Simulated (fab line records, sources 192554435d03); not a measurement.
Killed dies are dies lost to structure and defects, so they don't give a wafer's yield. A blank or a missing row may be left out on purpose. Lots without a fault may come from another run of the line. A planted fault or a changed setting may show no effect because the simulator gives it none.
A struck lot beside a sound one | flow n5_finfet | 16 steps out of a route of 1938
Sound: wafers L929.1, L929.2, L929.5. Struck: wafers L936.3, L936.4, L936.6. The cause comes at the end.
At each step with rows: each side's tool, then ch and its chambers, then its first start. Under that, the readings that differ: sound wafers | struck wafers | difference of the means | sigmas: that difference in standard deviations of wafers without a fault.
alike: readings whose means differ by less than 2 such deviations, and words and numbers that are the same on both sides. not compared: withheld readings, readings that some wafer has no value for, bounds like >300 that may hide the same value, and numbers for which the record gives no deviation and whose values overlap.
The two part at a step that has a row with sigmas, a row that says differs or no value, or rows on one side only. Numbers that don't overlap but have no deviation are shown without sigmas and don't part them. A reading that every wafer of one side lacks parts them only if that side has two wafers or more.

first, 3 steps without rows for these wafers: N5_BEOL_M4_EXPOSE_08 (exposes mask M4); N5_BEOL_M4_PEB_09 (peb time 60 s); N5_BEOL_M4_DEVELOP_10 (develop time 30 s).
N5_BEOL_M4_CD_MEAS_11: target cd 16.79 nm.
  sound on cd_sem-02 ch 0, day 8 21:47; struck on cd_sem-03 ch 0, day 11 10:55
  alike: cd_nm
N5_BEOL_M4_OVL_MEAS_12:
  sound on overlay-02 ch 0, day 8 21:49; struck on overlay-01 ch 0, day 11 10:57
  alike: M4_OVL
N5_BEOL_M4_INSPECT_13: inspects for defects (brightfield).
  sound on defect_inspect-02, day 8 21:52; struck on defect_inspect-01, day 11 11:00
  alike: raw_defect_count
N5_BEOL_M4_DESCUM_16: chemistry O2, time 7 s.
  sound on rie_diel-01 ch 0,2,3, day 8 22:58; struck on rie_diel-01 ch 0,1,3, day 11 11:03
  alike: drypump_motor_current_A, oes_product_au, rf_vpp_V, showerhead_plenum_p_Torr, throttle_valve_pct
  not compared: rf_hours_counter_h
N5_BEOL_M4_ETCH_74: etches underlayer in N2/H2, target depth 6.5 nm, time 5.2 s.
  sound on rie_diel-01 ch 0,2,3, day 8 23:00; struck on rie_diel-01 ch 0,1,3, day 11 11:05
  alike: drypump_motor_current_A, etch_rf_on_time_s, oes_product_au, rf_vpp_V, showerhead_plenum_p_Torr, throttle_valve_pct
  not compared: rf_hours_counter_h
N5_BEOL_M4_ETCH_63: etches SiARC in CF4, target depth 15.6 nm, time 26 s.
  sound on rie_diel-01 ch 0,2,3, day 8 23:01; struck on rie_diel-01 ch 0,1,3, day 11 11:07
  alike: drypump_motor_current_A, etch_rf_on_time_s, oes_product_au, rf_vpp_V, showerhead_plenum_p_Torr, throttle_valve_pct
  not compared: rf_hours_counter_h
N5_BEOL_M4_ETCH_64: etches SOC in N2/H2, target depth 75 nm, overetch 22.5 nm, time 121.9 s.
  sound on rie_diel-01 ch 0,2,3, day 8 23:02; struck on rie_diel-01 ch 0,1,3, day 11 11:08
  alike: drypump_motor_current_A, oes_product_au, rf_vpp_V, showerhead_plenum_p_Torr, throttle_valve_pct
  not compared: rf_hours_counter_h
then, 2 steps without rows for these wafers: N5_BEOL_M4_STRIP_65 (strips in N2/H2); N5_BEOL_M4_STRIP_75 (strips in N2/H2).
N5_BEOL_M4_STRIP_66: strips in CF4.
  sound on rie_diel-01 ch 0,2,3, day 8 23:10; struck on rie_diel-01 ch 0,1,3, day 11 11:16
  no value came back on the struck wafers for any of 7 readings (bias_power_w (W), cf4_flow_sccm (sccm) and others); on the sound wafers bias_power_w (W) reads 75.53 74.74 75.07
  reading                                    | sound | struck    | difference | sigmas
  model.SiARC_of_BEOL_M4_COAT_62.thk_nm (nm) | 0 0 0 | 6 6.4 6.4 | +6         |
  not compared: rf_hours_counter_h
N5_BEOL_M4_HM_OPEN_17: chemistry Cl2/BCl3, target TiN, target depth 20 nm, overetch 6 nm.
  sound on rie_metal-02 ch 0,1, day 8 23:13; struck on rie_metal-02 ch 0,1, day 11 11:20
  alike: drypump_motor_current_A, oes_product_au, throttle_valve_pct
  not compared: rf_hours_counter_h
N5_BEOL_M4_RC_MEAS_101:
  sound on prober-02 ch 0, day 9 12:08; struck on prober-02 ch 0, day 11 18:38
  alike: DIBL_N, DIBL_P, IOFF_N, IOFF_P, ION_N, ION_P, SS_N, SS_P, VT_N, VT_P
then, 1 step without rows for these wafers: N5_PASSIVATION_PROBE_49.

WHERE THEY PART
Only at N5_BEOL_M4_STRIP_66, within this record. Later steps at which nothing parts them and some readings are alike: N5_BEOL_M4_HM_OPEN_17, N5_BEOL_M4_RC_MEAS_101.

WHY: what the simulator had put in
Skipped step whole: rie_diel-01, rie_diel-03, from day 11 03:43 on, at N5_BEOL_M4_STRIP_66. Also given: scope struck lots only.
